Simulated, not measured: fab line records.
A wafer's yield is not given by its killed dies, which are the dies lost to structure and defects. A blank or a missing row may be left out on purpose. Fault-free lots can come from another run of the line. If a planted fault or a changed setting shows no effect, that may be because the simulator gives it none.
Matching of chambers | flow n5Finfet | aldSin-01 running N5_MOL_CONTACT_COAG_ALD_133: 4 sister chambers
The step deposits SiO2, target thk 5 nm, pulse time 1 s, co reactant pulse time 1 s. 8 wafers are shown with their chamber, then 8 later ones without.

WAFERS PAIRED WITH THEIR CHAMBERS
wafer  | chamber | heaterPowerW (W) | precursorPulseHeightRel
L081.1 | 3       | 76               | 1.016
L084.3 | 1       | 66               | 0.975
L084.5 | 3       | 76               | 1.033
L084.6 | 0       | 71               | 1.013
L086.1 | 2       | 91               | 1.008
L086.2 | 0       | 70               | 1.006
L086.3 | 1       | 64               | 0.989
L091.3 | 2       | 92               | 1.027

WAFERS WITHOUT THEIR CHAMBER
wafer  | heaterPowerW (W) | precursorPulseHeightRel
L091.4 | 71               | 0.994
L091.6 | 88               | 0.995
L092.2 | 73               | 1.005
L092.5 | 76               | 0.998
L092.6 | 93               | 0.978
L095.3 | 66               | 0.992
L095.4 | 94               | 0.994
L095.6 | 76               | 0.989

WHICH CHAMBER EACH WENT THROUGH
wafer  | from the rows above     | in truth
L091.4 | 0                       | 0
L091.6 | 2                       | 2
L092.2 | can't be placed: 0 or 3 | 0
L092.5 | 3                       | 3
L092.6 | 2                       | 2
L095.3 | 1                       | 1
L095.4 | 2                       | 2
L095.6 | 3                       | 3
Correctly placed: 7 of 8. Cannot be placed on the basis of these rows: 1; the candidates contain the true chamber in 1. Placed wrongly: 0.
How it was worked out, from the rows above alone: a wafer's distance from a chamber is the root of the sum, over the readings, of the square of ((its reading less the chamber's mean) divided by the reading's scatter). If the next closest chamber is less than 2 further off than the closest, the wafer can't be placed; otherwise it belongs to the closest. For every chamber, the mean is computed from those of its wafers that are shown. The scatter: the root of (the sum of the squares of (reading less its chamber's mean) over the shown wafers, divided by (wafers less chambers)).
